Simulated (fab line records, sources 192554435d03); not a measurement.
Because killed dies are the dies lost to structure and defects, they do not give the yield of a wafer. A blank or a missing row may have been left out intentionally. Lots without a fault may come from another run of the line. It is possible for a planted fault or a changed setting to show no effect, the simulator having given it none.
Problem report in the 8D (eight disciplines) form, filled by code + flow n5Finfet + the parts of the form that need people (team, actions taken, sign-off) are left out

## 1. THE ISSUE
RC_N at N5_BEOL_M4_RC_MEAS_101 reads a mean of 26.9 ohm.um on 6 wafers of 2 lots; wafers without a fault read 15.4 ohm.um with a standard deviation of 0.35. That is +33 standard deviations from the usual mean.
First seen on wafer L300.4, day 11 19:07, on prober-01. The record holds 30 wafers of 10 lots with a number at this step. The rule behind "out" and "out of limits": a value lying over 4 standard deviations away from the usual mean. The other wafers with a number count as sound.

## 2. WHAT IT IS; WHAT IT IS NOT
| question                    | is                                                 | is not                                                                                            |
|-----------------------------|----------------------------------------------------|---------------------------------------------------------------------------------------------------|
| which readings at this step | RC_N, RC_DENSE_N, RC_DENSE_P, RC_P, REXT_N, REXT_P | DIBL_N, DIBL_P, IOFF_N, IOFF_P, ION_N, ION_P, SS_N, SS_P, VT_P                                    |
| which lots                  | L300, L303                                         | L295, L297, L309, L311, L312, L314, L316, L317                                                    |
| which wafers of those lots  | all that have a number                             | -                                                                                                 |
| read on which gauges        | prober-01                                          | prober-02                                                                                         |
| when                        | from day 11 19:07                                  | up to then (6 sound wafers); but 18 sound wafers of L309, L311, L312, L314, L316, L317 came after |

## 3. SUSPECTS, AND WHAT RULES EACH OUT
Counting: any tool at a process step up to the reading is kept as a suspect provided that every lot that is out went through it and no sound lot did after the first of them.
- ruled out: the gauge at N5_BEOL_M4_RC_MEAS_101. All the wafers that are out were read on prober-01, but those of them that N5_MOL_CONTACT_COAG_IMPLANT_129 has rows for are out there too, on other tools.
- implanter-01 at N5_MOL_CONTACT_COAG_IMPLANT_129: ruled out as a lasting fault. The sound lots L312, L314, L316, L317 went through it after L300, its earliest lot that is out (day 5 22:36).
- pvdSputter-01 at N5_MOL_CONTACT_COAG_TI_SIL_19 (material Ti, target thk 4.2 nm, time 15 s): ruled out as a lasting fault. The sound lots L311, L312, L316 went through it after L300, its earliest lot that is out (day 5 23:08).
Left after counting: nothing in the record.

## 4. THE CAUSE (what the simulator had put in)
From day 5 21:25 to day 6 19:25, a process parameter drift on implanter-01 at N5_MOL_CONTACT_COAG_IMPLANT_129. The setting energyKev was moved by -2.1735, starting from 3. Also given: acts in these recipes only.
The count ruled it out by mistake, since the rule takes a fault to strike every lot its tool runs from the start of the fault on, and this one did not do so.

## 5. THE EFFECT CHAIN, in route order
Each row: a reading where the mean over the struck wafers with a number is more than 3 standard deviations away from the usual. Readings are gone through only where the record gives a usual standard deviation; hours: the median, over the lots, of the time from a lot's start at the first step in this table giving one to that lot's start at this step; sigmas: the change measured in usual standard deviations.
| hours | step                            | reading       | usual        | on struck wafers | change  | sigmas      |
|-------|---------------------------------|---------------|--------------|------------------|---------|-------------|
| 0     | N5_MOL_CONTACT_COAG_IMPLANT_129 | beamEnergyKeV | 3.0000       | 0.8272           | -2.1728 | -99 or more |
| 149   | N5_BEOL_M4_RC_MEAS_101          | RC_DENSE_N    | 18.9 ohm.um  | 33.3             | +14.4   | +31         |
| 149   | N5_BEOL_M4_RC_MEAS_101          | RC_DENSE_P    | 23.6 ohm.um  | 41.1             | +17.5   | +31         |
| 149   | N5_BEOL_M4_RC_MEAS_101          | RC_N          | 15.4 ohm.um  | 26.9             | +11.5   | +33         |
| 149   | N5_BEOL_M4_RC_MEAS_101          | RC_P          | 19.3 ohm.um  | 33.4             | +14.1   | +29         |
| 149   | N5_BEOL_M4_RC_MEAS_101          | REXT_N        | 74.9 ohm.um  | 87.2             | +12.3   | +6.5        |
| 149   | N5_BEOL_M4_RC_MEAS_101          | REXT_P        | 100.2 ohm.um | 114.7            | +14.5   | +6.0        |
Its process steps:
- N5_MOL_CONTACT_COAG_IMPLANT_129

## 6. WHAT WOULD HAVE CAUGHT IT SOONER
Counted from the fault's start at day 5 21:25, it took 142 hours until the first out-of-limits reading at a measuring or inspecting step in this record, taken at day 11 19:07.
At N5_MOL_CONTACT_COAG_IMPLANT_129, the tool's own readings (beamEnergyKeV) were out on each struck wafer the step has a row for, so an alarm limit on them would have fired on the first such wafer.
